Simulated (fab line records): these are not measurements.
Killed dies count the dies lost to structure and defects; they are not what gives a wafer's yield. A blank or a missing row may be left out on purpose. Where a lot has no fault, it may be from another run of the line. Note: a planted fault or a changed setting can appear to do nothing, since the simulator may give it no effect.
fab line records -- flow n5Finfet
record: lots: 5, wafers: 13, lastDay: 17
route steps=1938 shown BEOL_M15@1815 PASSIVATION@1936
lots with no fault: from the same line, run without faults
startH: start of the lot's first displayed wafer, in hours after the record's first day -- waitH: time in hours since the lot's previous step -- " unchanged from the row above -- L1.1+2: a row that stands for several wafers -- - either no value or no given start -- * or withheld: withheld -- < > ~ a bound
route shown NAME@n: a module of which the file shows steps, and the number in the route of the first -- usual: the fault-free wafers' mean and standard deviation -- same: alike in all rows -- chamber/n: place in a boat -- sites: the reading at each site -- _std_site: standard deviation across them -- _edge_site: outer sites' mean less inner sites' -- radiusMm: how far each site lies from the wafer's centre -- mask NAME#n: copy n -- behind: the last tool/chamber to shape the wafer -- hold: why the lot was held/for how many hours/how that ended -- device: the transistor (n, p or np) that didn't switch -- end of line: tests of these same wafers at the route's end -- where a step has no rows: the recipe by itself -- killed: count of dies lost to structure and defects at first sort (not the wafer's yield) -- map: shows each die of a wafer: x if killed, . if not, _ if none is there
set.NAME: the setting as run; set.NAME@STEP: as run at that earlier step -- model.NAME: the simulator's own value behind a step, which no gauge read
lots at some steps of the route; a table a step, a row a wafer
services: when a tool's chamber went out of use (startH, in hours from the record's first day, below 0 if earlier), for how many hours, and the reason
== steps ==
step: N5_BEOL_M15_PRECLEAN_39
recipe: chemistry: residueRemover, timeS: 60, tempC: 40
step: N5_BEOL_M15_SRD_40
recipe: timeS: 30, tempC: 23, rinseLiquid: diw, dry: n2Spin, spinRpm: 1500, dryTimeS: 30
step: N5_BEOL_M15_DEGAS_41
recipe: ambient: vacuum, tempC: 300, timeS: 60
step: N5_BEOL_M15_PRE_CLEAN_42
recipe: gas: H2/He, timeS: 30, tempC: 300
usual: heaterPowerW: 462/30
lot.wafer,tool,chamber,startH,waitH,heaterPowerW
L503.3,pvdSputter-02,-,246.05,0.0,402
L503.5,pvdSputter-02,-,246.05,0.0,421
L503.6,pvdSputter-02,-,246.05,0.0,475
L513.1,pvdSputter-01,-,312.15,0.0,485
L513.4,pvdSputter-01,-,312.15,0.0,422
L518.1,pvdSputter-02,-,351.33,0.0,412
L518.2,pvdSputter-02,-,351.33,0.0,514
L524.1,pvdSputter-01,-,379.58,0.0,438
L524.2,pvdSputter-01,-,379.58,0.0,483
L524.3,pvdSputter-01,-,379.58,0.0,491
L525.1,pvdSputter-03,-,384.67,0.0,453
L525.2,pvdSputter-03,-,384.67,0.0,451
L525.3,pvdSputter-03,-,384.67,0.0,477
step: N5_BEOL_M15_SPUTTER_43
recipe: material: TaN, targetThkA: 150, tempC: 50, biasV: 168.6, powerW: 15000, chamberPressurePa: 0.12, timeS: 24.19
usual: throttleValvePct: 29.9/0.88
lot.wafer,tool,chamber,startH,waitH,throttleValvePct
L503.3,pvdSputter-02,-,246.09,0.0,30.1
L503.5,pvdSputter-02,-,246.09,0.0,29.5
L503.6,pvdSputter-02,-,246.09,0.0,29.4
L513.1,pvdSputter-01,-,312.19,0.0,29.3
L513.4,pvdSputter-01,-,312.19,0.0,28.1
L518.1,pvdSputter-02,-,351.37,0.0,29.5
L518.2,pvdSputter-02,-,351.37,0.0,30.6
L524.1,pvdSputter-01,-,379.62,0.0,30.1
L524.2,pvdSputter-01,-,379.62,0.0,29.2
L524.3,pvdSputter-01,-,379.62,0.0,29.8
L525.1,pvdSputter-03,-,384.71,0.0,29.5
L525.2,pvdSputter-03,-,384.71,0.0,29.9
L525.3,pvdSputter-03,-,384.71,0.0,32.0
step: N5_BEOL_M15_SPUTTER_44
recipe: material: Ta, targetThkA: 150, tempC: 50, biasV: 80, powerW: 15000, chamberPressurePa: 0.07, timeS: 24.19
usual: throttleValvePct: 30.0/0.87
lot.wafer,tool,chamber,startH,waitH,throttleValvePct
L503.3,pvdSputter-02,-,246.17,0.0,30.0
L503.5,pvdSputter-02,-,246.17,0.0,29.2
L503.6,pvdSputter-02,-,246.17,0.0,29.3
L513.1,pvdSputter-01,-,312.27,0.0,29.2
L513.4,pvdSputter-01,-,312.27,0.0,28.3
L518.1,pvdSputter-02,-,351.45,0.0,29.5
L518.2,pvdSputter-02,-,351.45,0.0,31.1
L524.1,pvdSputter-01,-,379.70,0.0,30.3
L524.2,pvdSputter-01,-,379.70,0.0,28.9
L524.3,pvdSputter-01,-,379.70,0.0,30.1
L525.1,pvdSputter-03,-,384.79,0.0,29.2
L525.2,pvdSputter-03,-,384.79,0.0,30.4
L525.3,pvdSputter-03,-,384.79,0.0,31.7
step: N5_BEOL_M15_SPUTTER_45
recipe: material: Cu, targetThkA: 1000, tempC: -20, biasV: 60, powerW: 26000, chamberPressurePa: 0.13, timeS: 16.67
step: N5_BEOL_M15_ECD_47
recipe: material: Cu, targetThkA: 18600
step: N5_BEOL_M15_ANNEAL_48
recipe: tempC: 225, timeS: 90, ambient: N2
usual: wafer_temp_C_max: 226.0/0.53
lot.wafer,tool,chamber,startH,waitH,wafer_temp_C_max
L503.3,rtpAnneal-02,0,246.70,0.2,226.7
L503.5,rtpAnneal-02,0,246.70,0.2,226.2
L503.6,rtpAnneal-02,0,246.70,0.2,226.4
L513.1,rtpAnneal-02,0,312.94,0.4,227.0
L513.4,rtpAnneal-02,0,312.94,0.4,226.5
L518.1,rtpAnneal-02,0,352.00,0.3,226.9
L518.2,rtpAnneal-02,0,352.00,0.3,226.5
L524.1,rtpAnneal-01,0,380.14,0.2,225.5
L524.2,rtpAnneal-01,0,380.14,0.2,225.5
L524.3,rtpAnneal-01,0,380.14,0.2,225.3
L525.1,rtpAnneal-01,0,385.50,0.4,225.6
L525.2,rtpAnneal-01,0,385.50,0.4,225.7
L525.3,rtpAnneal-01,0,385.50,0.4,225.4
step: N5_BEOL_M15_CMP_49
recipe: stopOn: SiO2, tOverpolishS: 4.9, downForcePsi: 2, platenRpm: 80, clearingPlatenDownForcePsi: 2, clearingPlatenRpm: 80, postCmpClean: cuAlkaline, targetThkNm: 850, clearingPlatenPadVelocityMS: 1.5917, padVelocityMS: 1.5917
usual: barrierFieldEndpointS: 11.6/0.33, clearingPlatenRpm: 80.00/0.041, motorCurrentA: 8.3/0.71, overpolishRunS: 4.900/0.0084
lot.wafer,tool,chamber,startH,waitH,barrierFieldEndpointS,clearingPlatenRpm,motorCurrentA,overpolishRunS
L503.3,cmp-04,1,246.98,0.2,11.8,79.90,8.1,4.892
L503.6,cmp-04,3,246.98,0.2,11.9,80.04,8.1,4.903
L503.5,cmp-04,0,246.98,0.2,12.1,80.02,8.5,4.887
L513.4,cmp-01,3,313.28,0.2,11.9,79.93,8.9,4.910
L513.1,cmp-01,1,313.28,0.2,11.8,80.06,9.7,4.901
L518.1,cmp-01,1,352.37,0.3,11.6,80.05,9.7,4.905
L518.2,cmp-01,2,352.37,0.3,11.5,80.05,6.8,4.891
L524.3,cmp-04,3,380.43,0.2,11.7,79.98,8.5,4.907
L524.2,cmp-04,0,380.43,0.2,12.0,80.01,8.2,4.886
L524.1,cmp-04,2,380.43,0.2,11.6,79.98,7.8,4.905
L525.3,cmp-01,1,385.81,0.2,11.4,80.00,10.2,4.900
L525.1,cmp-01,2,385.81,0.2,11.1,80.05,7.0,4.917
L525.2,cmp-01,0,385.81,0.2,10.9,80.08,8.2,4.899
step: N5_BEOL_M15_THK_MEAS_50
recipe: thkMeasGauge: xrf, reads: Cu_of_BEOL_M15_ECD_47
usual: M15_THK: 863/23
lot.wafer,tool,chamber,startH,waitH,M15_THK[nm]
L503.3,filmMetro-01,-,247.20,-,865
L503.5,filmMetro-01,-,247.20,-,889
L503.6,filmMetro-01,-,247.20,-,841
L513.1,filmMetro-02,-,313.53,-,866
L513.4,filmMetro-02,-,313.53,-,870
L518.1,filmMetro-01,-,352.59,-,871
L518.2,filmMetro-01,-,352.59,-,897
L524.1,filmMetro-01,-,380.73,-,817
L524.2,filmMetro-01,-,380.73,-,882
L524.3,filmMetro-01,-,380.73,-,867
L525.1,filmMetro-02,-,386.11,-,867
L525.2,filmMetro-02,-,386.11,-,876
L525.3,filmMetro-02,-,386.11,-,880
step: N5_BEOL_M15_PRE_CLEAN_52
recipe: gas: NH3, timeS: 15, tempC: withheld, rfPowerW: 300
step: N5_BEOL_M15_DEP_53
recipe: material: SiCN, targetThkA: 500, tempC: withheld, precursor: 3MS/NH3, pressureTorr: 3, rfW: 675, timeS: 17.8
usual: showerheadPlenumPTorr: 4.158/0.015, throttleValvePct: 18.4/0.85
lot.wafer,tool,chamber,startH,waitH,showerheadPlenumPTorr,throttleValvePct,model.SiCN_of_BEOL_M15_DEP_53.thkNm
L503.3,pecvd-01,0,247.29,0.0,4.175,18.8,49.4
L503.5,pecvd-01,0,247.29,0.0,4.164,18.8,48.8
L503.6,pecvd-01,2,247.29,0.0,4.173,17.4,50.4
L513.1,pecvd-02,1,313.59,0.0,4.166,18.9,50.2
L513.4,pecvd-02,0,313.59,0.0,4.181,19.3,49
L518.1,pecvd-02,0,352.65,0.0,4.164,19.3,29.4
L518.2,pecvd-02,1,352.65,0.0,4.155,19.0,50
L524.1,pecvd-03,0,380.79,0.0,4.156,17.5,49.4
L524.2,pecvd-03,1,380.79,0.0,4.147,18.3,49.4
L524.3,pecvd-03,2,380.79,0.0,4.145,17.0,49
L525.1,pecvd-03,2,386.17,0.0,4.151,17.0,49.6
L525.2,pecvd-03,0,386.17,0.0,4.166,17.8,49.8
L525.3,pecvd-03,1,386.17,0.0,4.151,18.5,49.6
step: N5_BEOL_M15_RS_MEAS_54
recipe: thkMeasGauge: four-point-probe, reads: Cu_of_BEOL_M15_ECD_47+Ta_of_BEOL_M15_SPUTTER_44+TaN_of_BEOL_M15_SPUTTER_43
usual: M15_RS: 0.0215/0.00056
lot.wafer,tool,chamber,startH,waitH,M15_RS[ohm/sq]
L503.3,filmMetro-01,-,247.36,0.1,0.0216
L503.5,filmMetro-01,-,247.36,0.1,0.0210
L503.6,filmMetro-01,-,247.36,0.1,0.0223
L513.1,filmMetro-02,-,313.66,0.0,0.0214
L513.4,filmMetro-02,-,313.66,0.0,0.0212
L518.1,filmMetro-01,-,352.72,0.0,0.0213
L518.2,filmMetro-01,-,352.72,0.0,0.0208
L524.1,filmMetro-01,-,380.86,0.0,0.0229
L524.2,filmMetro-01,-,380.86,0.0,0.0211
L524.3,filmMetro-01,-,380.86,0.0,0.0215
L525.1,filmMetro-02,-,386.24,0.0,0.0212
L525.2,filmMetro-02,-,386.24,0.0,0.0211
L525.3,filmMetro-02,-,386.24,0.0,0.0210
step: N5_PASSIVATION_PROBE_49
usual: defectLimitedYield: 91.3/1.5, killed_at_M0_to_M3: 33/12, killed_at_M4_up: 15/5.2, killedAtContacts: 12/5.1, killedAtFrontEnd: 39/11, killedAtOther: 5/3.6, killedDies: 103/18, killedOnRim: 14/4.3, killedOpen: 67/13, killedShort: 33/7.8, sort_bin_5_function: 5.1/0.96, sort_bin_6_memory: 3.2/0.71, sortNPass: 1077/18, sortYieldPct: 91.3/1.5
same: grossDies: 1180, killedAtBackSide: 0, sort_bin_4_leakage[%]: 0, sort_bin_8_speed[%]: 0
lot.wafer,tool,chamber,startH,waitH,defectLimitedYield[%],killed_at_M0_to_M3,killed_at_M4_up,killedAtContacts,killedAtFrontEnd,killedAtOther,killedDies,killedOnRim,killedOpen,killedShort,sort_bin_5_function[%],sort_bin_6_memory[%],sortNPass,sortYieldPct[%]
L503.3,prober-02,-,261.31,0.1,91.2,41,13,11,36,3,104,11,67,36,4.7,4.0,1076,91.2
L503.5,prober-02,-,261.41,0.2,93.8,29,7,8,29,0,73,5,44,29,2.9,3.0,1107,93.8
L503.6,prober-02,-,261.46,0.3,91.9,37,19,12,24,3,95,9,68,27,4.3,3.5,1085,91.9
L513.1,prober-02,-,327.90,0.0,90.5,54,20,8,28,2,112,13,74,37,5.3,3.6,1068,90.5
L513.4,prober-02,-,328.05,0.2,90.3,55,16,9,25,9,114,13,71,42,5.8,3.6,1066,90.3
L518.1,prober-02,-,366.13,0.0,91.4,46,11,11,32,1,101,13,68,31,4.8,3.3,1079,91.4
L518.2,prober-02,-,366.18,0.1,91.1,38,10,15,33,9,105,16,69,31,5.2,3.3,1075,91.1
L525.1,prober-01,-,400.87,0.0,90.2,37,12,13,51,3,116,11,72,40,5.8,3.3,1064,90.2
L525.2,prober-01,-,400.92,0.1,91.3,29,12,14,42,6,103,16,71,28,5.1,3.1,1077,91.3
L525.3,prober-01,-,400.97,0.1,92.8,31,4,11,37,2,85,10,54,28,4.2,2.5,1095,92.8
killed by level:class
L503.3 BEOL_M3:geometricParticle:open=13 MOL_CONTACT_COAG:geometricParticle:open=9 FIN_SAQP:geometricParticle:short=7 BEOL_M0_SAQP:geometricParticle:short=7 BEOL_M1:geometricParticle:open=7 BEOL_M4:geometricParticle:open=7 STI_FIN_REVEAL:geometricParticle:open=6 FIN_SAQP:geometricParticle:open=5
L503.5 BEOL_M2:geometricParticle:open=8 DUMMY_GATE:geometricParticle:open=5 BEOL_M3:geometricParticle:open=5 FIN_SAQP:geometricParticle:short=4 GATE_CUT:geometricParticle:short=4 MOL_CONTACT_COAG:geometricParticle:short=4 MOL_CONTACT_COAG:geometricParticle:open=4 FIN_SAQP:geometricParticle:open=3
L503.6 BEOL_M4:geometricParticle:open=11 MOL_CONTACT_COAG:geometricParticle:open=9 BEOL_M0:geometricParticle:open=9 BEOL_M2:geometricParticle:open=8 STI_FIN_REVEAL:geometricParticle:open=6 DUMMY_GATE:geometricParticle:open=6 BEOL_M3:geometricParticle:open=6 BEOL_M5:geometricParticle:open=4
L513.1 BEOL_M2:geometricParticle:open=15 BEOL_M0_SAQP:geometricParticle:short=13 STARTING-WAFER:geometricParticle:short=9 STI_FIN_REVEAL:geometricParticle:open=7 MOL_CONTACT_COAG:geometricParticle:open=7 BEOL_M0_SAQP:geometricParticle:open=7 BEOL_M3:geometricParticle:open=7 BEOL_M4:geometricParticle:open=7
L513.4 BEOL_M2:geometricParticle:open=15 BEOL_M0_SAQP:geometricParticle:open=14 MOL_CONTACT_COAG:geometricParticle:open=8 BEOL_M0_SAQP:geometricParticle:short=7 BEOL_M1:geometricParticle:open=7 STARTING-WAFER:geometricParticle:short=5 BEOL_M4:geometricParticle:open=5 GATE_CUT:geometricParticle:short=4
L518.1 BEOL_M3:geometricParticle:open=21 MOL_CONTACT_COAG:geometricParticle:open=7 BEOL_M0_SAQP:geometricParticle:open=7 BEOL_M1:geometricParticle:open=7 STI_FIN_REVEAL:geometricParticle:open=6 STARTING-WAFER:geometricParticle:open=5 FIN_SAQP:geometricParticle:short=4 MOL_CONTACT_COAG:geometricParticle:short=4
L518.2 MOL_CONTACT_COAG:geometricParticle:open=13 BEOL_M3:geometricParticle:open=13 FIN_SAQP:geometricParticle:open=8 BEOL_M2:geometricParticle:open=8 STI_FIN_REVEAL:geometricParticle:open=6 FIN_SAQP:geometricParticle:short=4 BEOL_M3:geometricParticle:short=4 STARTING-WAFER:geometricParticle:short=4
L525.1 STI_FIN_REVEAL:geometricParticle:open=12 FIN_SAQP:geometricParticle:short=11 BEOL_M3:geometricParticle:open=11 MOL_CONTACT_COAG:geometricParticle:open=9 STI_FIN_REVEAL:geometricParticle:short=6 BEOL_M0_SAQP:geometricParticle:open=6 FIN_SAQP:geometricParticle:open=5 BEOL_M0_SAQP:geometricParticle:short=5
L525.2 STI_FIN_REVEAL:geometricParticle:open=13 MOL_CONTACT_COAG:geometricParticle:open=11 BEOL_M0_SAQP:geometricParticle:open=10 FIN_SAQP:geometricParticle:open=7 FIN_SAQP:geometricParticle:short=6 BEOL_M3:geometricParticle:open=6 BEOL_M0_SAQP:geometricParticle:short=5 BEOL_M4:geometricParticle:open=4
L525.3 STI_FIN_REVEAL:geometricParticle:open=12 MOL_CONTACT_COAG:geometricParticle:open=8 BEOL_M0_SAQP:geometricParticle:short=7 FIN_SAQP:geometricParticle:short=6 FIN_SAQP:geometricParticle:open=6 BEOL_M3:geometricParticle:open=5 BEOL_M2:geometricParticle:short=4 DUMMY_GATE:geometricParticle:open=4
== services ==
tool,chamber,startH,hours,kind
pecvd-01,1,246.46,25.7,repair
cmp-01,-,248.37,4.8,pm
pecvd-03,-,250.52,2.8,pm
rtpAnneal-01,-,275.01,1.8,pm
cmp-01,-,277.89,4.0,pm
cmp-04,-,278.83,0.6,repair
cmp-01,-,281.89,-,consumableReplace:conditioner
cmp-01,-,281.89,-,consumableReplace:pad
cmp-04,-,288.10,4.0,pm
cmp-04,-,292.10,-,consumableReplace:conditioner
cmp-04,-,292.10,-,consumableReplace:pad
pecvd-01,2,300.39,2.1,scheduledDown
pvdSputter-01,-,301.73,2.1,repair
pvdSputter-01,-,310.66,1.0,repair
pvdSputter-01,-,328.15,1.8,repair
cmp-01,-,355.90,3.3,repair
pecvd-02,1,356.37,5.5,scheduledDown
cmp-04,-,370.18,0.7,repair
cmp-01,-,372.75,1.6,repair
== key ==
firstSign none at tools or gauges
modelEffect: step: N5_BEOL_M15_DEP_53, value: SiCN_of_BEOL_M15_DEP_53.thkNm, without: 49, struck: 29.4
metAt N5_BEOL_M15_DEP_53
struckWafers L518.1
onsetBetween 313.59 352.65
fault: kind: processParameterDrift, tool: pecvd-02, chamber: -, onsetH: 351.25, steps: N5_BEOL_M15_DEP_53, channel: timeS, offset: *, shape: step, endH: 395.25, scope: struckWafersOnly, actsIn: *, stated: *
